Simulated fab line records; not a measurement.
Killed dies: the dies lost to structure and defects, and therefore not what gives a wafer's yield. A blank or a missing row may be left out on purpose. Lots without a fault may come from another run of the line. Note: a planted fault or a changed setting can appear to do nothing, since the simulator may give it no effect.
Which tool did it? / flow nand_harc / 39 wafers from 13 lots sampled at 3 of the route's 1302 steps

## WHAT THE GAUGES READ, wafer by wafer
NHARC_P_STI_INSPECT_11.
lot=L293; measured=day 2 19:15; on=defect_inspect-01; raw_defect_count=1 2 2
lot=L294; measured=day 3 05:27; on=defect_inspect-02; raw_defect_count=8 3 3
lot=L295; measured=day 3 17:27; on=defect_inspect-01; raw_defect_count=3 5 5
lot=L296; measured=day 4 01:53; on=defect_inspect-01; raw_defect_count=5 6 4
lot=L298; measured=day 4 22:34; on=defect_inspect-01; raw_defect_count=4 4 5
lot=L303; measured=day 7 01:51; on=defect_inspect-01; raw_defect_count=978 986 919 958 995 916
lot=L305; measured=day 8 11:44; on=defect_inspect-02; raw_defect_count=934 871 985 929 891 979
lot=L306; measured=day 8 11:54; on=defect_inspect-02; raw_defect_count=10 11 4
lot=L307; measured=day 8 12:04; on=defect_inspect-02; raw_defect_count=5 5 10
lot=L312; measured=day 10 20:36; on=defect_inspect-02; raw_defect_count=4 4 6
lot=L313; measured=day 11 09:11; on=defect_inspect-01; raw_defect_count=5 5 2
lot=L314; measured=day 11 17:32; on=defect_inspect-01; raw_defect_count=6 6 7
lot=L316; measured=day 12 08:05; on=defect_inspect-02; raw_defect_count=8 6 4

NHARC_P_STI_CD_MEAS_16.
lot=L293; measured=day 2 19:50; on=cd_sem-03; cd_nm (nm)=196.4 200.0 199.2
lot=L294; measured=day 3 06:02; on=cd_sem-03; cd_nm (nm)=199.0 198.5 199.8
lot=L295; measured=day 3 18:02; on=cd_sem-03; cd_nm (nm)=200.5 197.9 199.2
lot=L296; measured=day 4 02:28; on=cd_sem-02; cd_nm (nm)=197.9 200.6 199.2
lot=L298; measured=day 4 23:07; on=cd_sem-03; cd_nm (nm)=199.1 198.8 196.5
lot=L306; measured=day 8 12:28; on=cd_sem-01; cd_nm (nm)=202.2 199.6 200.7
lot=L307; measured=day 8 12:38; on=cd_sem-02; cd_nm (nm)=202.9 201.1 202.9
lot=L312; measured=day 10 21:10; on=cd_sem-03; cd_nm (nm)=196.4 197.3 196.1
lot=L313; measured=day 11 09:47; on=cd_sem-03; cd_nm (nm)=200.9 199.6 202.4
lot=L314; measured=day 11 18:07; on=cd_sem-02; cd_nm (nm)=197.0 198.3 196.9
lot=L316; measured=day 12 08:40; on=cd_sem-01; cd_nm (nm)=200.7 200.0 199.8

## WHAT TOOL EACH LOT RAN ON (gives the tool, then ch and the chambers of the sampled wafers, and finally the start)
lot=L293; NHARC_P_STI_HM_DEP_30=lpcvd-02 ch 1, day 2 15:04
lot=L294; NHARC_P_STI_HM_DEP_30=lpcvd-02 ch 1, day 3 01:14
lot=L295; NHARC_P_STI_HM_DEP_30=lpcvd-01 ch 0, day 3 11:35
lot=L296; NHARC_P_STI_HM_DEP_30=lpcvd-02 ch 1, day 3 21:43
lot=L298; NHARC_P_STI_HM_DEP_30=lpcvd-02 ch 0, day 4 18:22
lot=L303; NHARC_P_STI_HM_DEP_30=lpcvd-01 ch 0, day 6 21:37
lot=L305; NHARC_P_STI_HM_DEP_30=lpcvd-01 ch 0, day 8 07:28
lot=L306; NHARC_P_STI_HM_DEP_30=lpcvd-01 ch 1, day 8 07:28
lot=L307; NHARC_P_STI_HM_DEP_30=lpcvd-01 ch 1, day 8 07:28
lot=L312; NHARC_P_STI_HM_DEP_30=lpcvd-01 ch 1, day 10 16:19
lot=L313; NHARC_P_STI_HM_DEP_30=lpcvd-01 ch 1, day 11 03:16
lot=L314; NHARC_P_STI_HM_DEP_30=lpcvd-02 ch 1, day 11 13:18
lot=L316; NHARC_P_STI_HM_DEP_30=lpcvd-01 ch 1, day 12 04:04
- NHARC_P_STI_HM_DEP_30: deposits Si3N4, target thk 80 nm, time 873 s.

## WHAT THE TOOLS THEMSELVES READ (means of the sampled wafers that have a number; where no wafer has one, the mark that the record gives instead)
NHARC_P_STI_HM_DEP_30.
lot=L293; tool=lpcvd-02; spike_tc_bottom_C (C)=806.2
lot=L294; tool=lpcvd-02; spike_tc_bottom_C (C)=807.7
lot=L295; tool=lpcvd-01; spike_tc_bottom_C (C)=807.6
lot=L296; tool=lpcvd-02; spike_tc_bottom_C (C)=806.0
lot=L298; tool=lpcvd-02; spike_tc_bottom_C (C)=808.9
lot=L303; tool=lpcvd-01; spike_tc_bottom_C (C)=807.7
lot=L305; tool=lpcvd-01; spike_tc_bottom_C (C)=807.9
lot=L306; tool=lpcvd-01; spike_tc_bottom_C (C)=808.8
lot=L307; tool=lpcvd-01; spike_tc_bottom_C (C)=807.2
lot=L312; tool=lpcvd-01; spike_tc_bottom_C (C)=808.4
lot=L313; tool=lpcvd-01; spike_tc_bottom_C (C)=810.0
lot=L314; tool=lpcvd-02; spike_tc_bottom_C (C)=807.3
lot=L316; tool=lpcvd-01; spike_tc_bottom_C (C)=806.9

## THE ANSWER, worked out from the rows above alone
Rule: what is usual is taken from the lots themselves. The widest of any qualifying gaps counts: lots, ordered by their means at a reading, are off when they make up no more than a third of the lots, leave a main group of 4 or more, and stand apart from it by 3 or more times the standard deviation of that group's means. The tables above print the reading to a certain number of digits; a main group whose means all agree to those digits is not used. A lot without any number at a reading at which 4 lots or more have one is off too. The other lots that the step has rows for count as sound. After the gauges, taken in route order, come the tools' own readings; for these a lot's mean is taken, as printed above. The first step at which some lot is off is used, and at that step the reading that is off furthest; a lot without a number counts as furthest.
Off: L303, L305 (NHARC_P_STI_INSPECT_11, raw_defect_count). The main group: mean 5.1, standard deviation 1.6.
A tool fits if, at a process step before that reading, it ran every lot that is off, and no sound lot after the first of them. The gauges at NHARC_P_STI_INSPECT_11 are tried like those tools. Of those tried, none fits.

## WHAT THE SIMULATOR PUT IN
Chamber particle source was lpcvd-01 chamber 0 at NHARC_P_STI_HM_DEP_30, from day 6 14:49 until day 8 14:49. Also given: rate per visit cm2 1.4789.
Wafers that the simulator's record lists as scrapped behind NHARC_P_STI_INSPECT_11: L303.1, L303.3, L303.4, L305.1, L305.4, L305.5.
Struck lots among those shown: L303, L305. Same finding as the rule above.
